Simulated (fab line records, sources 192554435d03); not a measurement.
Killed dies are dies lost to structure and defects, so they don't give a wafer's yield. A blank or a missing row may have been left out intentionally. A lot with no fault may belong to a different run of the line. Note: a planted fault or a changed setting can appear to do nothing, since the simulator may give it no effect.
fab line records -- flow n5_finfet
record: lots: 9, wafers: 25, last_day: 17
route steps=1938 shown BEOL_M1@767 BEOL_M4@1111 PASSIVATION@1936
lots untouched by any fault: they come from a run of this same line in which no faults occurred
start_h: hours from the record's first day to the start of the lot's first wafer shown -- wait_h: hours since the lot's step before -- " unchanged from the row above -- L1.1+2: one row covering several wafers at once -- - no value present, or no start provided -- * or withheld: withheld -- < > ~ a bound
route shown NAME@n: NAME is a module with steps in the file, n the number in the route of the first one -- usual: the fault-free wafers' mean and standard deviation -- same: alike in all rows -- chamber/n: place in a boat -- sites: each site's reading -- _std_site: the standard deviation of these -- _edge_site: the outer-site mean with the inner-site mean subtracted -- radius_mm: how far each site lies from the wafer's centre -- mask NAME#n: copy n -- behind: the most recent tool/chamber to have shaped the wafer -- hold: why the lot went on hold/how many hours it stayed there/how the hold came to an end -- device: names the non-switching transistor (n, p or np) -- end of line: the same wafers' tests at the end of the route -- a step given without rows: its recipe and nothing more -- killed: at the first sort, the dies lost to defects and structure; wafer yield is something else -- map: a wafer's dies, x killed, . not, _ none there
set.NAME: the run value of the setting; set.NAME@STEP: its run value at that earlier step -- model.NAME: the simulator's own value behind a step, which no gauge read
steps of the route over a sample of lots; a table a step, a row a wafer
services: from which hour (start_h, from the record's first day; less than 0 if before it) a tool's chamber was out of use, for how many hours, and why
== steps ==
step: N5_BEOL_M1_DESCUM_16
recipe: chemistry: O2, time_s: 7, source_power_w: 50, bias_power_w: 20, pressure_mtorr: 20, rf_frequency_hz: 2.712e+07, temp_c: 40, resist: CAR-EUV, o2_flow_sccm: 225
usual: drypump_motor_current_A: 5.8/0.52, oes_product_au: 0.79/0.073, rf_fwd_power_W: 49.36/0.24, rf_vpp_V: 243.4/1.3, showerhead_plenum_p_Torr: 2.10/0.068, throttle_valve_pct: 20.46/0.24
lot.wafer,tool,chamber,start_h,wait_h,drypump_motor_current_A,oes_product_au,rf_fwd_power_W,rf_hours_counter_h,rf_vpp_V,showerhead_plenum_p_Torr,throttle_valve_pct
L282.1,rie_diel-04,1,149.63,0.0,5.6,0.79,49.28,104,244.0,2.12,20.46
L282.2,rie_diel-04,0,149.63,0.0,6.5,0.71,49.57,220,245.0,2.14,20.50
L282.5,rie_diel-04,1,149.63,0.0,5.6,0.79,49.22,-,242.7,2.12,20.48
L283.1,rie_diel-05,1,150.04,0.0,5.8,0.74,49.36,142,243.4,2.01,20.70
L283.5,rie_diel-05,1,150.04,0.0,5.8,0.74,49.43,-,242.6,2.01,20.68
L283.6,rie_diel-05,2,150.04,0.0,5.2,0.75,49.46,-,243.4,2.08,20.22
L285.3,rie_diel-01,1,161.19,0.0,5.5,0.88,49.23,68,244.6,2.13,20.04
L285.4,rie_diel-01,0,161.19,0.0,6.7,0.86,49.16,53,243.8,2.22,20.39
L287.4,rie_diel-04,2,173.71,0.0,6.4,0.75,49.44,134,242.3,2.00,20.69
L287.5,rie_diel-04,1,173.71,0.0,5.6,0.79,49.23,-,244.0,2.12,20.48
L287.6,rie_diel-04,2,173.71,0.0,6.5,0.75,49.38,-,243.3,2.00,20.70
L288.2,rie_diel-05,2,183.05,0.0,5.2,0.76,49.54,172,242.5,2.08,20.23
L288.4,rie_diel-05,1,183.05,0.0,5.7,0.74,49.65,153,242.3,2.00,20.72
L288.5,rie_diel-05,1,183.05,0.0,5.7,0.74,49.54,-,242.8,2.00,20.71
L295.1,rie_diel-04,0,226.74,0.0,6.5,0.69,49.43,247,243.8,2.13,20.53
L295.2,rie_diel-04,1,226.74,0.0,5.6,0.78,49.29,130,245.6,2.11,20.50
L295.4,rie_diel-04,1,226.74,0.0,5.6,0.77,49.42,-,242.6,2.11,20.51
L296.2,rie_diel-05,3,229.85,0.0,6.3,0.79,48.95,112,243.1,2.10,20.82
L296.3,rie_diel-05,0,229.85,0.0,5.7,0.78,49.46,117,244.2,2.19,20.17
L296.4,rie_diel-05,1,229.85,0.0,5.8,0.72,49.53,167,242.2,2.00,20.74
L298.2,rie_diel-05,2,241.80,0.0,5.2,0.73,49.28,190,243.9,2.07,20.27
L298.3,rie_diel-05,1,241.80,0.0,5.8,0.72,49.42,171,242.1,2.00,20.72
L298.5,rie_diel-05,2,241.80,0.0,5.2,0.73,49.13,-,243.9,2.07,20.26
L299.4,rie_diel-04,3,250.43,0.0,5.4,0.95,49.04,-,244.1,2.13,19.82
L299.6,rie_diel-04,1,250.43,0.0,5.6,0.75,49.69,-,242.9,2.11,20.52
step: N5_BEOL_M1_ETCH_64
recipe: chemistry: N2/H2, target: SOC, target_depth_a: 750, overetch_a: 150, mask_material: SiARC, temp_c: 40, time_s: 112.5, ion_energy_ev: 200, pressure_mtorr: 30, source_w: 840, bias_w: 150, n2_flow_sccm: 200, h2_flow_sccm: 200
usual: drypump_motor_current_A: 5.8/0.52, n2_flow_sccm: 200.1/0.58, oes_product_au: 0.62/0.055, rf_fwd_power_W: 836.2/2.6, rf_vpp_V: 524.0/2.3, showerhead_plenum_p_Torr: 2.56/0.084, throttle_valve_pct: 17.90/0.24
lot.wafer,tool,chamber,start_h,wait_h,drypump_motor_current_A,n2_flow_sccm,oes_product_au,rf_fwd_power_W,rf_hours_counter_h,rf_vpp_V,showerhead_plenum_p_Torr,throttle_valve_pct
L282.1,rie_diel-04,1,149.71,0.0,5.5,201.0,0.63,833.4,104,524.4,2.58,17.97
L282.2,rie_diel-04,0,149.71,0.0,6.5,201.1,0.56,838.4,220,526.1,2.63,18.10
L282.5,rie_diel-04,1,149.71,0.0,5.6,199.8,0.62,833.6,-,526.1,2.58,17.97
L283.1,rie_diel-05,1,150.12,0.0,5.7,199.6,0.60,836.3,142,520.0,2.44,18.08
L283.5,rie_diel-05,1,150.12,0.0,5.7,200.3,0.59,836.1,-,519.7,2.44,18.08
L283.6,rie_diel-05,2,150.12,0.0,5.2,200.4,0.59,837.3,-,522.6,2.54,17.76
L285.3,rie_diel-01,1,161.27,0.0,5.5,200.4,0.67,834.4,68,524.9,2.59,17.43
L285.4,rie_diel-01,0,161.27,0.0,6.7,199.2,0.68,834.2,53,527.8,2.71,17.78
L287.4,rie_diel-04,2,173.79,0.0,6.5,200.5,0.59,837.7,134,521.8,2.45,18.13
L287.5,rie_diel-04,1,173.79,0.0,5.6,200.0,0.61,836.0,-,524.6,2.57,17.99
L287.6,rie_diel-04,2,173.79,0.0,6.5,199.0,0.60,834.8,-,520.9,2.45,18.15
L288.2,rie_diel-05,2,183.13,0.0,5.2,199.3,0.59,837.0,172,524.7,2.54,17.76
L288.4,rie_diel-05,1,183.13,0.0,5.8,200.4,0.60,839.7,153,520.5,2.44,18.11
L288.5,rie_diel-05,1,183.13,0.0,5.8,199.5,0.59,839.7,-,520.9,2.44,18.10
L295.1,rie_diel-04,0,226.82,0.0,6.5,200.7,0.54,835.9,247,526.3,2.62,18.14
L295.2,rie_diel-04,1,226.82,0.0,5.6,200.2,0.61,836.0,130,523.0,2.57,18.03
L295.4,rie_diel-04,1,226.82,0.0,5.6,199.2,0.60,836.0,-,524.2,2.57,18.02
L296.2,rie_diel-05,3,229.93,0.0,6.3,199.4,0.63,838.8,112,523.5,2.54,18.16
L296.3,rie_diel-05,0,229.93,0.0,5.7,199.6,0.62,842.8,117,527.8,2.67,17.59
L296.4,rie_diel-05,1,229.93,0.0,5.8,200.5,0.58,835.7,167,520.6,2.43,18.11
L298.2,rie_diel-05,2,241.88,0.0,5.2,200.6,0.57,833.8,190,521.5,2.53,17.79
L298.3,rie_diel-05,1,241.88,0.0,5.8,200.3,0.58,835.2,171,522.4,2.43,18.14
L298.5,rie_diel-05,2,241.88,0.0,5.2,200.0,0.57,833.4,-,522.7,2.53,17.78
L299.4,rie_diel-04,3,250.55,0.1,5.4,199.6,0.75,831.2,-,523.5,2.60,17.33
L299.6,rie_diel-04,1,250.55,0.1,5.6,200.7,0.59,832.4,-,523.7,2.56,18.04
step: N5_BEOL_M1_INSPECT_30
recipe: mode: adi, inspect_instrument: brightfield
usual: raw_defect_count: 402/100
lot.wafer,tool,chamber,start_h,wait_h,raw_defect_count
L282.1,defect_inspect-02,-,150.47,0.1,362
L282.2,defect_inspect-02,-,150.47,0.1,281
L282.5,defect_inspect-02,-,150.47,0.1,385
L283.1,defect_inspect-01,-,150.88,0.1,203
L283.5,defect_inspect-01,-,150.88,0.1,333
L283.6,defect_inspect-01,-,150.88,0.1,201
L285.3,defect_inspect-02,-,162.10,0.0,555
L285.4,defect_inspect-02,-,162.10,0.0,427
L287.4,defect_inspect-01,-,174.55,0.0,426
L287.5,defect_inspect-01,-,174.55,0.0,322
L287.6,defect_inspect-01,-,174.55,0.0,341
L288.2,defect_inspect-02,-,184.01,0.0,476
L288.4,defect_inspect-02,-,184.01,0.0,554
L288.5,defect_inspect-02,-,184.01,0.0,442
L295.1,defect_inspect-02,-,227.58,0.1,327
L295.2,defect_inspect-02,-,227.58,0.1,568
L295.4,defect_inspect-02,-,227.58,0.1,533
L296.2,defect_inspect-01,-,230.90,0.0,271
L296.3,defect_inspect-01,-,230.90,0.0,284
L296.4,defect_inspect-01,-,230.90,0.0,1170
L298.2,defect_inspect-02,-,242.64,0.0,348
L298.3,defect_inspect-02,-,242.64,0.0,1232
L298.5,defect_inspect-02,-,242.64,0.0,369
L299.4,defect_inspect-01,-,251.26,0.0,275
L299.6,defect_inspect-01,-,251.26,0.0,242
step: N5_BEOL_M1_DESCUM_33
recipe: chemistry: O2, time_s: 7, source_power_w: 50, bias_power_w: 20, pressure_mtorr: 20, rf_frequency_hz: 2.712e+07, temp_c: 40, resist: CAR-EUV, o2_flow_sccm: 225
usual: drypump_motor_current_A: 5.9/0.49, oes_product_au: 0.78/0.069, rf_fwd_power_W: 49.31/0.27, rf_vpp_V: 243.4/1.3, showerhead_plenum_p_Torr: 2.11/0.068, throttle_valve_pct: 20.45/0.26
lot.wafer,tool,chamber,start_h,wait_h,drypump_motor_current_A,oes_product_au,rf_fwd_power_W,rf_hours_counter_h,rf_vpp_V,showerhead_plenum_p_Torr,throttle_valve_pct
L282.1,rie_diel-04,0,150.50,0.0,6.5,0.71,49.58,220,244.2,2.14,20.49
L282.2,rie_diel-04,1,150.50,0.0,5.6,0.78,49.38,104,242.2,2.12,20.46
L282.5,rie_diel-04,0,150.50,0.0,6.5,0.71,49.15,-,243.3,2.14,20.49
L283.1,rie_diel-01,2,150.92,0.0,5.3,0.96,49.36,7,241.8,2.05,20.37
L283.5,rie_diel-01,2,150.92,0.0,5.3,0.96,49.37,-,242.9,2.05,20.37
L283.6,rie_diel-01,0,150.92,0.0,6.7,0.88,49.01,-,244.0,2.22,20.39
L285.3,rie_diel-04,3,162.13,0.0,5.4,0.68,48.59,238,244.0,2.13,20.29
L285.4,rie_diel-04,2,162.13,0.0,6.5,0.75,49.12,131,241.6,2.00,20.69
L287.4,rie_diel-05,1,174.58,0.0,5.8,0.75,49.50,150,241.6,2.00,20.69
L287.5,rie_diel-05,3,174.58,0.0,6.3,0.81,49.10,-,244.0,2.11,20.76
L287.6,rie_diel-05,0,174.58,0.0,5.7,0.81,49.69,-,244.5,2.20,20.17
L288.2,rie_diel-05,0,184.04,0.0,5.7,0.79,49.52,103,243.8,2.20,20.14
L288.4,rie_diel-05,3,184.04,0.0,6.3,0.80,49.28,99,244.1,2.11,20.78
L288.5,rie_diel-05,2,184.04,0.0,5.2,0.74,49.28,-,244.2,2.08,20.23
L295.1,rie_diel-05,3,227.84,0.3,6.3,0.80,49.02,111,243.6,2.10,20.79
L295.2,rie_diel-05,1,227.84,0.3,5.8,0.73,49.25,166,240.0,2.00,20.73
L295.4,rie_diel-05,2,227.84,0.3,5.2,0.74,49.48,185,241.8,2.08,20.25
L296.2,rie_diel-04,2,230.93,0.0,6.5,0.72,49.43,154,240.9,1.99,20.72
L296.3,rie_diel-04,1,230.93,0.0,5.6,0.76,49.70,131,242.8,2.11,20.52
L296.4,rie_diel-04,1,230.93,0.0,5.6,0.77,49.73,-,243.0,2.11,20.51
L298.2,rie_diel-05,2,242.67,0.0,5.2,0.75,48.97,190,241.9,2.07,20.24
L298.3,rie_diel-05,3,242.67,0.0,6.3,0.79,49.16,115,243.2,2.10,20.80
L298.5,rie_diel-05,3,242.67,0.0,6.3,0.79,49.26,-,243.7,2.10,20.81
L299.4,rie_diel-04,2,251.31,0.0,6.4,0.72,49.31,-,242.1,1.99,20.74
L299.6,rie_diel-04,1,251.31,0.0,5.6,0.76,49.37,-,243.5,2.11,20.51
step: N5_BEOL_M1_ETCHBACK_99
recipe: chemistry: CHF3, target: SiO2, target_depth_a: 50, time_s: 10.4, source_w: 215, bias_w: 47, Ar_flow_sccm: 200, CHF3_flow_sccm: 12, ion_energy_ev: 100, pressure_mtorr: 30
usual: drypump_motor_current_A: 5.8/0.55, oes_f_703_au: 0.82/0.071, oes_product_au: 0.82/0.072, rf_fwd_power_W: 212.1/0.92, rf_vpp_V: 242/5.3, showerhead_plenum_p_Torr: 2.18/0.058, throttle_valve_pct: 17.01/0.28
lot.wafer,tool,chamber,start_h,wait_h,drypump_motor_current_A,oes_f_703_au,oes_product_au,rf_fwd_power_W,rf_hours_counter_h,rf_vpp_V,showerhead_plenum_p_Torr,throttle_valve_pct
L282.1,rie_diel-01,1,151.79,1.1,5.5,0.88,0.87,211.5,64,241,2.17,16.54
L282.2,rie_diel-01,2,151.79,1.1,5.3,0.94,0.95,212.9,7,248,2.12,16.99
L282.5,rie_diel-01,0,151.79,1.1,6.7,0.85,0.86,211.6,-,247,2.27,16.91
L283.1,rie_diel-04,2,152.32,1.2,6.5,0.76,0.76,213.0,128,236,2.10,17.54
L283.5,rie_diel-04,1,152.32,1.2,5.6,0.80,0.78,212.6,-,229,2.18,17.05
L283.6,rie_diel-04,0,152.32,1.2,6.5,0.70,0.70,213.0,-,248,2.21,17.25
L285.3,rie_diel-01,2,163.38,0.8,5.4,0.93,0.94,211.8,11,245,2.12,17.03
L285.4,rie_diel-01,1,163.38,0.8,5.5,0.87,0.87,210.7,68,240,2.17,16.56
L287.4,rie_diel-04,1,190.17,15.2,5.6,0.79,0.77,212.9,116,231,2.17,17.06
L287.5,rie_diel-04,3,190.17,15.2,5.4,0.68,0.69,210.9,-,245,2.20,17.03
L287.6,rie_diel-04,0,190.17,15.2,6.5,0.68,0.70,212.6,-,250,2.21,17.25
L288.2,rie_diel-05,1,190.21,6.0,5.8,0.73,0.74,213.2,155,238,2.06,17.32
L288.4,rie_diel-05,2,190.21,6.0,5.2,0.73,0.74,213.0,175,238,2.15,16.94
L288.5,rie_diel-05,0,190.21,6.0,5.7,0.77,0.79,212.4,-,248,2.26,16.80
L295.1,rie_diel-01,0,228.97,0.9,6.7,0.83,0.84,211.3,69,245,2.26,16.96
L295.2,rie_diel-01,2,228.97,0.9,5.3,0.89,0.90,212.0,27,246,2.12,17.06
L295.4,rie_diel-01,1,228.97,0.9,5.5,0.85,0.86,211.5,83,242,2.17,16.57
L296.2,rie_diel-04,2,234.03,2.9,6.5,0.74,0.73,212.7,154,236,2.09,17.58
L296.3,rie_diel-04,1,234.03,2.9,5.6,0.78,0.75,212.0,131,230,2.17,17.10
L296.4,rie_diel-04,0,234.03,2.9,6.5,0.68,0.69,213.7,248,249,2.20,17.28
L298.2,rie_diel-01,3,255.06,12.2,5.2,0.84,0.84,213.2,70,241,2.18,17.22
L298.3,rie_diel-01,0,255.06,12.2,6.8,0.81,0.83,211.6,76,244,2.26,16.96
L298.5,rie_diel-01,3,255.06,12.2,5.2,0.84,0.84,212.3,-,239,2.18,17.23
L299.4,rie_diel-05,1,258.11,6.6,5.8,0.72,0.72,213.8,174,238,2.06,17.35
L299.6,rie_diel-05,0,258.11,6.6,5.7,0.76,0.78,212.8,-,251,2.25,16.83
step: N5_BEOL_M4_RC_MEAS_101
usual: DIBL_N: 36.3/1.6, DIBL_P: 36.2/2, IOFF_N: 0.160/0.028, IOFF_P: 0.21/0.036, ION_N: 677/11, ION_P: 465/6.9, SS_N: 71.5/0.55, SS_P: 73.3/0.64, VT_N: 250/3, VT_P: -250/3.5
lot.wafer,tool,chamber,start_h,wait_h,DIBL_N[mV/V],DIBL_P[mV/V],IOFF_N[nA/um],IOFF_P[nA/um],ION_N[uA/um],ION_P[uA/um],SS_N[mV/dec],SS_P[mV/dec],VT_N[mV],VT_P[mV]
L282.1,prober-01,0,200.16,0.0,33.3,33.7,0.114,0.15,660,456,70.6,72.6,256,-255
L282.2,prober-01,0,200.16,0.0,34.5,34.8,0.136,0.17,679,470,70.5,72.8,255,-252
L282.5,prober-01,0,200.16,0.0,34.5,33.9,0.139,0.16,669,457,71.2,73.1,252,-254
L283.1,prober-02,0,202.72,0.0,37.8,37.0,0.155,0.22,679,473,71.5,73.6,251,-249
L283.5,prober-02,0,202.72,0.0,38.3,36.7,0.152,0.22,662,469,71.8,73.4,253,-248
L283.6,prober-02,0,202.72,0.0,40.5,40.7,0.222,0.30,699,477,72.4,74.5,246,-244
L285.3,prober-01,0,209.69,0.3,37.7,40.4,0.219,0.27,702,478,71.6,74.7,243,-248
L285.4,prober-01,0,209.69,0.3,35.0,36.8,0.160,0.20,675,459,71.2,72.7,250,-252
L287.4,prober-01,0,231.14,0.5,37.8,38.9,0.187,0.29,684,478,71.4,73.6,246,-243
L287.5,prober-01,0,231.14,0.5,38.0,39.1,0.190,0.29,688,479,72.1,73.4,248,-243
L287.6,prober-01,0,231.14,0.5,37.6,38.2,0.177,0.27,673,469,71.1,73.6,248,-244
L288.2,prober-01,0,238.57,0.2,35.6,36.5,0.143,0.18,679,462,71.3,73.0,252,-257
L288.4,prober-01,0,238.57,0.2,36.8,39.4,0.181,0.22,694,470,72.5,73.3,249,-252
L288.5,prober-01,0,238.57,0.2,35.2,38.0,0.152,0.20,671,458,72.0,72.7,250,-255
L295.1,prober-02,0,276.75,0.0,34.3,35.0,0.128,0.18,662,465,71.2,72.5,253,-251
L295.2,prober-02,0,276.75,0.0,33.1,34.0,0.112,0.17,660,458,71.3,72.6,255,-252
L295.4,prober-02,0,276.75,0.0,35.6,37.1,0.155,0.21,689,472,71.4,73.0,249,-252
L296.2,prober-01,0,280.61,0.2,37.2,37.2,0.156,0.20,675,459,71.4,73.1,252,-251
L296.3,prober-01,0,280.61,0.2,36.1,36.7,0.142,0.19,666,457,71.4,73.5,254,-251
L296.4,prober-01,0,280.61,0.2,34.9,35.5,0.133,0.18,673,463,71.2,72.8,252,-251
L298.2,prober-01,0,300.23,0.2,33.4,31.5,0.118,0.16,669,455,71.0,72.4,252,-255
L298.3,prober-01,0,300.23,0.2,37.0,35.3,0.179,0.21,684,465,71.2,73.6,247,-249
L298.5,prober-01,0,300.23,0.2,32.2,30.3,0.107,0.15,668,461,69.9,72.7,255,-254
L299.4,prober-02,0,300.57,0.5,34.3,34.8,0.135,0.20,665,463,71.1,73.0,251,-249
L299.6,prober-02,0,300.57,0.5,34.5,34.4,0.128,0.18,665,462,70.9,73.1,253,-252
step: N5_PASSIVATION_PROBE_49
usual: defect_limited_yield: 91.2/1.5, killed_at_M0_to_M3: 36/10, killed_at_M4_up: 13/6, killed_at_contacts: 11/5.2, killed_at_front_end: 40/11, killed_at_other: 3.1/2.9, killed_dies: 104/17, killed_on_rim: 14/3.6, killed_open: 66/12, killed_short: 34/7.7, sort_bin_5_function: 5.1/0.91, sort_bin_6_memory: 3.2/0.67, sort_n_pass: 1076/17, sort_yield_pct: 91.2/1.5
same: gross_dies: 1180, killed_at_back_side: 0, sort_bin_4_leakage[%]: 0, sort_bin_8_speed[%]: 0
lot.wafer,tool,chamber,start_h,wait_h,defect_limited_yield[%],killed_at_M0_to_M3,killed_at_M4_up,killed_at_contacts,killed_at_front_end,killed_at_other,killed_dies,killed_on_rim,killed_open,killed_short,sort_bin_5_function[%],sort_bin_6_memory[%],sort_n_pass,sort_yield_pct[%]
L288.2,prober-02,-,340.00,0.1,90.8,40,9,7,53,0,109,20,73,29,6.4,2.5,1071,90.8
L288.5,prober-02,-,340.15,0.2,93.3,34,4,7,30,4,79,8,52,26,3.6,2.8,1101,93.3
L296.2,prober-01,-,388.72,0.1,91.4,37,6,7,47,4,101,10,59,40,4.6,3.6,1079,91.4
L296.3,prober-01,-,388.77,0.1,90.4,43,12,17,41,0,113,14,73,36,5.1,3.8,1067,90.4
L296.4,prober-01,-,388.82,0.2,85.9,115,8,10,32,1,166,27,51,24,8.7,3.3,1014,85.9
L298.2,prober-01,-,403.92,0.1,88.7,38,25,20,50,0,133,18,91,38,7.0,4.0,1047,88.7
L298.3,prober-01,-,403.97,0.1,82.9,124,7,14,54,3,202,30,57,38,10.3,3.3,978,82.9
L298.5,prober-01,-,404.07,0.2,90.8,32,21,2,49,5,109,15,73,32,5.1,3.9,1071,90.8
killed by level:class
L288.2 DUMMY_GATE:geometric_particle:open=10 GATE_CUT:geometric_particle:short=10 BEOL_M1:geometric_particle:open=10 BEOL_M3:geometric_particle:open=9 BEOL_M0_SAQP:geometric_particle:open=8 STI_FIN_REVEAL:geometric_particle:open=7 FIN_SAQP:geometric_particle:open=6 MOL_CONTACT_COAG:geometric_particle:open=6
L288.5 BEOL_M1:geometric_particle:open=8 BEOL_M2:geometric_particle:open=8 MOL_CONTACT_COAG:geometric_particle:open=6 STI_FIN_REVEAL:geometric_particle:open=5 DUMMY_GATE:geometric_particle:open=5 GATE_CUT:geometric_particle:short=5 FIN_SAQP:geometric_particle:open=4 BEOL_M1:geometric_particle:short=4
L296.2 FIN_SAQP:geometric_particle:open=12 FIN_SAQP:geometric_particle:short=11 BEOL_M0_SAQP:geometric_particle:short=10 BEOL_M0_SAQP:geometric_particle:open=9 BEOL_M3:geometric_particle:open=8 STARTING-WAFER:geometric_particle:short=8 DUMMY_GATE:geometric_particle:open=7 MOL_CONTACT_COAG:geometric_particle:open=6
L296.3 FIN_SAQP:geometric_particle:open=14 MOL_CONTACT_COAG:geometric_particle:open=13 BEOL_M0_SAQP:geometric_particle:short=11 FIN_SAQP:geometric_particle:short=10 BEOL_M0_SAQP:geometric_particle:open=9 BEOL_M2:geometric_particle:open=9 BEOL_M4:geometric_particle:open=6 DUMMY_GATE:geometric_particle:open=5
L296.4 BEOL_M1:unspecified=88 FIN_SAQP:geometric_particle:open=12 FIN_SAQP:geometric_particle:short=11 MOL_CONTACT_COAG:geometric_particle:open=7 BEOL_M3:geometric_particle:open=7 BEOL_M2:geometric_particle:open=5 BEOL_M0_SAQP:geometric_particle:open=4 BEOL_M0_SAQP:geometric_particle:short=3
L298.2 FIN_SAQP:geometric_particle:open=13 BEOL_M4:geometric_particle:open=13 MOL_CONTACT_COAG:geometric_particle:open=12 BEOL_M1:geometric_particle:open=12 FIN_SAQP:geometric_particle:short=11 MOL_CONTACT_COAG:geometric_particle:short=7 BEOL_M0_SAQP:geometric_particle:open=6 SPACER0:geometric_particle:open=5
L298.3 BEOL_M1:unspecified=92 FIN_SAQP:geometric_particle:short=14 BEOL_M0_SAQP:geometric_particle:open=12 HKMG_FIN:area_etch=12 FIN_SAQP:geometric_particle:open=9 MOL_CONTACT_COAG:geometric_particle:open=9 MOL_CONTACT_COAG:geometric_particle:short=5 BEOL_M2:geometric_particle:open=4
L298.5 FIN_SAQP:geometric_particle:open=19 FIN_SAQP:geometric_particle:short=12 BEOL_M0_SAQP:geometric_particle:open=9 BEOL_M4:geometric_particle:open=9 BEOL_M0_SAQP:geometric_particle:short=5 BEOL_M1:geometric_particle:open=5 BEOL_M4:geometric_particle:short=5 BEOL_M3:geometric_particle:open=4
== services ==
tool,chamber,start_h,hours,kind
rie_diel-01,-,187.24,4.3,pm
rie_diel-04,3,202.30,-,clean
rie_diel-04,3,202.30,-,consumable_replace:focus_ring
rie_diel-04,3,202.30,28.8,scheduled_down
rie_diel-04,3,202.30,28.8,vent_cycle
rie_diel-01,-,206.39,0.5,repair
rie_diel-04,0,239.05,-,clean
rie_diel-04,0,239.05,-,consumable_replace:focus_ring
rie_diel-04,0,239.05,24.7,scheduled_down
rie_diel-04,0,239.05,24.7,vent_cycle
== key ==
first_sign: step: N5_BEOL_M1_INSPECT_30, reading: raw_defect_count, direction: up, sigmas: 7.8, usual: 402, struck: 1201
effect: step: N5_PASSIVATION_PROBE_49, reading: killed_at_M0_to_M3, direction: up, sigmas: 8.1, usual: 36, struck: 120
more_kills_born_at: N5_BEOL_M1_ETCH_64@rie_diel-05: 180
met_at N5_BEOL_M1_ETCH_64
struck_lots L296,L298
struck_wafers L296.4,L298.3
baseline_loss: step: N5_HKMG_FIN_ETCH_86, wafers: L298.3
not_acting_at N5_BEOL_M1_DESCUM_16,N5_BEOL_M1_DESCUM_33,N5_BEOL_M1_ETCHBACK_99
onset_between 183.13 229.93
fault: kind: chamber_particle_source, tool: rie_diel-05, chamber: 1, onset_h: 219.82, steps: N5_BEOL_M1_ETCH_64, rate_per_visit_cm2: 1.4428, end_h: 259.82
baseline_loss: these wafers lose ten dies or more at that step, a loss of the line's own and not of a fault; the sort's usual values leave them out
